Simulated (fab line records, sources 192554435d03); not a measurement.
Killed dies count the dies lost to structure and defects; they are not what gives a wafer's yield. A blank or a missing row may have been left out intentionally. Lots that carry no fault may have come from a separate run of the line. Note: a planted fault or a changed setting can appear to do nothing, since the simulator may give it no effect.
Which of the tools did it?    flow n5_finfet    24 lots with 72 wafers sampled at 5 steps, on a route of 1938 steps

## WHAT EACH GAUGE READ, for each wafer
N5_BEOL_M11_THK_MEAS_53: measures by xrf.
lot   measured      on             M11_THK (nm)
L076  day 10 21:48  film_metro-02  140 140 131
L075  day 11 00:05  film_metro-01  137 133 137
L074  day 11 01:14  film_metro-02  140 142 140
L077  day 11 08:04  film_metro-01  133 134 136
L078  day 11 18:40  film_metro-01  140 139 145
L080  day 11 20:13  film_metro-02  148 136 135
L079  day 12 00:40  film_metro-01  136 137 140
L081  day 12 11:16  film_metro-01  141 144 137
L083  day 13 04:38  film_metro-01  139 136 140
L084  day 13 05:49  film_metro-02  137 139 138
L082  day 13 06:04  film_metro-01  142 140 129
L085  day 13 13:45  film_metro-01  139 135 139
L086  day 14 09:04  film_metro-02  138 137 143
L087  day 14 15:17  film_metro-01  140 140 142
L089  day 15 09:58  film_metro-02  141 138 141
L088  day 15 10:37  film_metro-01  138 137 141
L093  day 15 18:04  film_metro-01  141 133 134
L090  day 15 18:55  film_metro-02  144 142 142
L091  day 15 19:37  film_metro-01  131 133 134
L092  day 15 20:16  film_metro-02  139 140 139
L094  day 16 06:51  film_metro-02  131 144 144
L095  day 16 09:40  film_metro-02  140 146 150
L097  day 17 01:13  film_metro-01  136 140 138
L096  day 17 02:25  film_metro-02  138 134 142

N5_BEOL_M11_INSPECT_58: inspects for defects (darkfield).
lot   measured      on                 raw_defect_count
L076  day 10 21:57  defect_inspect-02  56 54 79
L075  day 11 00:14  defect_inspect-01  91 61 104
L074  day 11 01:23  defect_inspect-02  107 77 83
L077  day 11 08:13  defect_inspect-01  31 33 39
L078  day 11 18:49  defect_inspect-01  80 29 46
L080  day 11 20:22  defect_inspect-02  73 59 67
L079  day 12 00:49  defect_inspect-01  73 29 99
L081  day 12 11:25  defect_inspect-01  89 135 137
L083  day 13 04:47  defect_inspect-01  86 65 99
L084  day 13 05:59  defect_inspect-01  21 59 64
L082  day 13 06:14  defect_inspect-02  71 93 55
L085  day 13 13:54  defect_inspect-01  38 44 49
L086  day 14 09:13  defect_inspect-02  75 73 55
L087  day 14 15:28  defect_inspect-01  68 72 83
L089  day 15 10:07  defect_inspect-02  60 69 73
L088  day 15 10:47  defect_inspect-01  119 134 96
L093  day 15 18:13  defect_inspect-02  67 49 57
L090  day 15 19:05  defect_inspect-02  86 99 76
L091  day 15 19:48  defect_inspect-01  59 86 61
L092  day 15 20:25  defect_inspect-02  91 76 64
L094  day 16 07:00  defect_inspect-02  76 88 46
L095  day 16 09:49  defect_inspect-01  68 60 40
L097  day 17 01:22  defect_inspect-01  67 46 76
L096  day 17 02:34  defect_inspect-01  74 77 80

N5_BEOL_M12_THK_MEAS_01.
lot   measured      on             M12_ILD_THK (nm)
L076  day 10 22:07  film_metro-02  652 655 657
L075  day 11 00:24  film_metro-01  644 659 642
L074  day 11 01:34  film_metro-01  658 666 669
L077  day 11 08:23  film_metro-01  645 651 673
L078  day 11 18:59  film_metro-01  644 660 652
L080  day 11 20:32  film_metro-01  644 632 643
L079  day 12 00:59  film_metro-02  653 657 666
L081  day 12 11:35  film_metro-02  645 641 650
L083  day 13 04:57  film_metro-02  653 666 660
L084  day 13 06:09  film_metro-01  671 670 682
L082  day 13 06:23  film_metro-01  661 657 665
L085  day 13 14:04  film_metro-02  648 654 670
L086  day 14 09:23  film_metro-02  655 663 663
L087  day 14 15:38  film_metro-01  649 658 672
L089  day 15 10:17  film_metro-02  639 671 655
L088  day 15 10:58  film_metro-02  669 671 678
L093  day 15 18:23  film_metro-02  651 661 662
L090  day 15 19:16  film_metro-01  661 674 662
L091  day 15 20:01  film_metro-01  636 645 651
L092  day 15 20:38  film_metro-01  633 649 655
L094  day 16 07:10  film_metro-02  651 665 673
L095  day 16 09:59  film_metro-02  631 653 647
L097  day 17 01:32  film_metro-01  664 672 674
L096  day 17 02:47  film_metro-02  647 638 652

N5_BEOL_M12_OVL_MEAS_11.
lot   measured      on          V11_OVL (nm)
L076  day 10 22:27  overlay-02  -5 1 -2
L075  day 11 00:52  overlay-01  -6 -3 -8
L074  day 11 02:02  overlay-01  -9 -6 -5
L077  day 11 08:51  overlay-02  -6 -3 -5
L078  day 11 19:19  overlay-01  -11 -6 -4
L080  day 11 20:53  overlay-02  3 5 4
L079  day 12 01:19  overlay-02  3 6 6
L081  day 12 11:55  overlay-02  3 -4 -2
L083  day 13 05:17  overlay-02  11 1 -2
L084  day 13 06:29  overlay-01  -8 -13 -3
L082  day 13 06:44  overlay-01  -4 -4 -5
L085  day 13 14:24  overlay-01  4 3 -1
L086  day 14 09:51  overlay-01  -7 -5 -5
L087  day 14 15:58  overlay-01  1 -1 5
L089  day 15 10:37  overlay-01  -14 -10 -14
L088  day 15 11:17  overlay-01  -10 -5 -1
L093  day 15 18:51  overlay-01  4 9 -1
L090  day 15 19:43  overlay-02  -5 -5 -7
L091  day 15 20:21  overlay-01  1 1 -1
L092  day 15 21:06  overlay-02  -5 1 -3
L094  day 16 07:31  overlay-02  -2 -1 -7
L095  day 16 10:19  overlay-01  0 -2 -3
L097  day 17 01:59  overlay-01  -3 -3 -3
L096  day 17 03:07  overlay-02  -5 -4 2

## TOOL THAT RAN EACH LOT (tool first, then ch and the chambers of the sampled wafers, then the start)
lot   N5_BEOL_M12_ILD_DEP_00
L076  pecvd-03 ch 0,1, day 10 21:59
L075  pecvd-01 ch 0,1,2, day 11 00:16
L074  pecvd-03 ch 0,1,2, day 11 01:29
L077  pecvd-01 ch 0,1,2, day 11 08:16
L078  pecvd-03 ch 0,1, day 11 18:51
L080  pecvd-01 ch 0,2, day 11 20:25
L079  pecvd-04 ch 1,2, day 12 00:51
L081  pecvd-04 ch 1,2, day 12 11:27
L083  pecvd-04 ch 0,2, day 13 04:49
L084  pecvd-03 ch 0,1,2, day 13 06:01
L082  pecvd-04 ch 0,2, day 13 06:16
L085  pecvd-01 ch 0,2, day 13 13:56
L086  pecvd-03 ch 1,2, day 14 09:16
L087  pecvd-03 ch 0,2, day 14 15:30
L089  pecvd-03 ch 0,1,2, day 15 10:10
L088  pecvd-04 ch 0,1, day 15 10:50
L093  pecvd-03 ch 0,1,2, day 15 18:16
L090  pecvd-04 ch 0,2, day 15 19:08
L091  pecvd-01 ch 0,1, day 15 19:50
L092  pecvd-01 ch 0,1, day 15 20:28
L094  pecvd-03 ch 1,2, day 16 07:02
L095  pecvd-01 ch 1,2, day 16 09:51
L097  pecvd-03 ch 0,1, day 17 01:24
L096  pecvd-01 ch 0,2, day 17 02:36
- N5_BEOL_M12_ILD_DEP_00: deposits SiOC from DEMS/O2, target thk 658.92 nm, time 130.7 s.

## AS READ BY THE TOOLS THEMSELVES (means over the sampled wafers that have a number; for cases with no such wafer, the mark the record gives instead)
N5_BEOL_M12_ILD_DEP_00.
lot   tool      heater_power_w (W)  showerhead_plenum_p_Torr (Torr)  throttle_valve_pct (%)
L076  pecvd-03  477                 5.696                            11.9
L075  pecvd-01  427                 5.681                            12.6
L074  pecvd-03  473                 5.693                            11.6
L077  pecvd-01  431                 5.688                            12.6
L078  pecvd-03  484                 5.701                            12.0
L080  pecvd-01  464                 5.686                            12.7
L079  pecvd-04  451                 5.684                            11.2
L081  pecvd-04  469                 5.681                            11.2
L083  pecvd-04  551                 5.691                            11.3
L084  pecvd-03  466                 5.685                            11.7
L082  pecvd-04  544                 5.698                            11.2
L085  pecvd-01  484                 5.693                            12.3
L086  pecvd-03  529                 5.689                            12.0
L087  pecvd-03  476                 5.689                            11.8
L089  pecvd-03  496                 5.696                            11.8
L088  pecvd-04  485                 5.688                            11.5
L093  pecvd-03  459                 5.698                            11.8
L090  pecvd-04  557                 5.687                            11.3
L091  pecvd-01  475                 5.681                            12.8
L092  pecvd-01  445                 5.680                            12.8
L094  pecvd-03  465                 5.693                            11.9
L095  pecvd-01  463                 5.693                            12.5
L097  pecvd-03  503                 5.701                            12.1
L096  pecvd-01  505                 5.682                            12.6

## THE ANSWER, worked out from the rows above alone
Rule: the usual values come from the lots themselves. Put in order of their means at a reading, lots are off if they are a third of the lots or fewer, leave a main group of 4 or more, and stand apart from it by a gap of 3 or more times the standard deviation of the main group's means; of several such gaps the widest counts. Not used: any main group whose means are identical at the precision the tables above print for the reading. A lot without any number at a reading at which 4 lots or more have one is off too. Where the step has rows for the other lots, those lots are counted as sound. After the gauges, taken in route order, come the tools' own readings; for these a lot's mean is taken, as printed above. At the first step where some lot is off, the reading lying furthest off is the one used; lots without a number count as furthest.
No lot is off at any reading shown: from this, nothing can be told.

## WHAT HAD BEEN PUT IN BY THE SIMULATOR
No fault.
